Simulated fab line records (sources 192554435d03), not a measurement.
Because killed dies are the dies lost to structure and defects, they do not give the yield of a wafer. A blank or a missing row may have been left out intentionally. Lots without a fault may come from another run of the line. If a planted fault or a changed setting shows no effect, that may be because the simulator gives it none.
Struck lot and sound lot, side by side || flow n5 finfet || 23 out of 1938 route steps
Sound: wafers L348.1, L348.2, L348.3. Struck: wafers L352.2, L352.3, L352.5. At the end, the cause is stated.
Per side, at each step with rows, come the tool, then ch with its chambers, and then its first start. Under that, the readings that differ: sound wafers || struck wafers || difference of the means || sigmas: that difference in standard deviations of wafers without a fault.
alike: readings with means less than 2 such deviations apart, plus words and numbers identical on both sides. not compared: withheld readings, readings lacking a value on some wafer, bounds such as >300 that could conceal the same value, and numbers that have no deviation in the record and whose values overlap.
The two part at a step that has a row with sigmas, a row that says differs or no value, or rows on one side only. Non-overlapping numbers with no deviation appear without sigmas and do not part them. Lack of a reading on every wafer of one side parts them only where that side has two or more wafers.

first, 9 steps without rows for these wafers: N5_GATE_CUT_DESCUM_18 (chemistry O2, time 7 s); N5_GATE_CUT_ETCH_28 (etches underlayer in N2/H2, target depth 13 nm, time 10.4 s); N5_GATE_CUT_ETCH_36 (etches SiARC in CF4, target depth 13 nm, time 21.7 s); N5_GATE_CUT_ETCH_37 (etches SOC in N2/H2, target depth 60 nm, overetch 12 nm, time 90 s); N5_GATE_CUT_STRIP_38 (strips in N2/H2); N5_GATE_CUT_STRIP_39 (strips in N2/H2); N5_GATE_CUT_HM_OPEN_40 (chemistry C4F6/O2, target SiO2, target depth 139 nm, time 85.1 s); N5_GATE_CUT_STRIP_41 (strips in CF4); N5_GATE_CUT_STRIP_42 (strips in O2).
N5_GATE_CUT_ETCH_19: etches SiNx in CH3F/O2, target depth 53.7 nm, time 76.7 s.
  sound on rie diel-05 ch 0,2,3, day 7 21:10; struck on rie diel-05 ch 0,2,3, day 8 15:09
  no value came back on the struck wafers for any of 10 readings (CH3F_flow_sccm (sccm), O2_flow_sccm (sccm) and others); on the sound wafers CH3F_flow_sccm (sccm) reads 30.13 30.04 29.99
{"reading": "model.SiO2_of_GATE_CUT_HM_DEP_46.thk nm (nm)", "sound": "123.6 125 123.2", "struck": "129.4 128.6 132", "difference": "+6.1", "sigmas": ""}
N5_GATE_CUT_CUT_ETCH_53: etches W in SF6/Cl2, target depth 79.2 nm.
  sound on rie metal-01 ch 0, day 7 21:16; struck on rie metal-01 ch 0, day 8 15:16
{"reading": "etch rf on time s (s)", "sound": "26.7 26.4 26.1", "struck": "34.3 34.3 34.3", "difference": "+7.9", "sigmas": "+14"}
{"reading": "oes product au (a.u.)", "sound": "0.52 0.52 0.53", "struck": "0.22 0.22 0.22", "difference": -0.30, "sigmas": -2}
{"reading": "throttle valve pct (%)", "sound": "29.3 29.3 29.3", "struck": "27.9 27.9 27.9", "difference": -1.4, "sigmas": -4}
  alike: SF6_flow_sccm, bias w, drypump motor current A, mfc cl2 sccm
  not compared: rf hours counter h
N5_GATE_CUT_CUT_ETCH_54: etches TiN in Cl2/BCl3, target depth 96.7 nm.
  sound on rie metal-01 ch 0, day 7 21:23; struck on rie metal-01 ch 0, day 8 15:23
{"reading": "etch rf on time s (s)", "sound": "36.8 36.7 36.6", "struck": "47.9 47.9 47.9", "difference": "+11.2", "sigmas": "+15"}
{"reading": "oes product au (a.u.)", "sound": "0.52 0.53 0.53", "struck": "0.22 0.22 0.22", "difference": -0.31, "sigmas": -2}
{"reading": "throttle valve pct (%)", "sound": "22.56 22.56 22.56", "struck": "23.09 23.09 23.09", "difference": "+0.53", "sigmas": "+2"}
  alike: bcl3 flow sccm, bias w, drypump motor current A, mfc cl2 sccm
  not compared: rf hours counter h
then, 8 steps without rows for these wafers: N5_GATE_CUT_ETCH_47 (etches SiO2 in Cl2/BCl3, target depth 10 nm); N5_GATE_CUT_VAPOR_ETCH_48 (etches TiN in BCl3/Cl2); N5_GATE_CUT_VAPOR_ETCH_49 (etches TiAlC in BCl3/Cl2); N5_GATE_CUT_VAPOR_ETCH_51 (etches HfO2 in BCl3/Cl2); N5_GATE_CUT_STRIP_21 (strips in N2/H2, time 30 s); N5_GATE_CUT_STRIP_29 (strips in post etch residue remover, time 60 s); N5_GATE_CUT_SRD_52 (time 30 s); N5_GATE_CUT_ALD_22 (deposits SiNx, target thk 16 nm, pulse time 1 s, ald cycles 320).
N5_GATE_CUT_CMP_23: polishes, stops on SiO2, t overpolish 23.4 s, target thk 16 nm.
  sound on cmp-03 ch 0,1,3, day 7 23:34; struck on cmp-01 ch 0,2,3, day 8 17:32
{"reading": "model.SiO2_of_GATE_CUT_HM_DEP_46.thk nm (nm)", "sound": "102.4 104 102.2", "struck": "108.2 107.4 110.8", "difference": "+5.9", "sigmas": ""}
  alike: motor current A, slurry filter dp kPa
N5_BEOL_M4_RC_MEAS_101:
  the record has rows for the sound wafers here (prober-01 ch 0, day 11 09:47) and none for the struck ones
-- the record jumps here: 8 days lie between the struck wafers' starts before and after (it left off in module BEOL_M4 and takes up again in module PASSIVATION, whose first step shown is number 1936 of the route) --
N5_PASSIVATION_PROBE_49:
  the record has rows for the struck wafers here (prober-02, day 17 01:59) and none for the sound ones

== WHERE THEY PART ==
Earliest at N5_GATE_CUT_ETCH_19; latest, in this record, at N5_PASSIVATION_PROBE_49.

WHY: what the simulator had put in
Skipped step whole: rie diel-05, from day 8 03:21 on, at N5_GATE_CUT_ETCH_19. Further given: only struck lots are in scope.
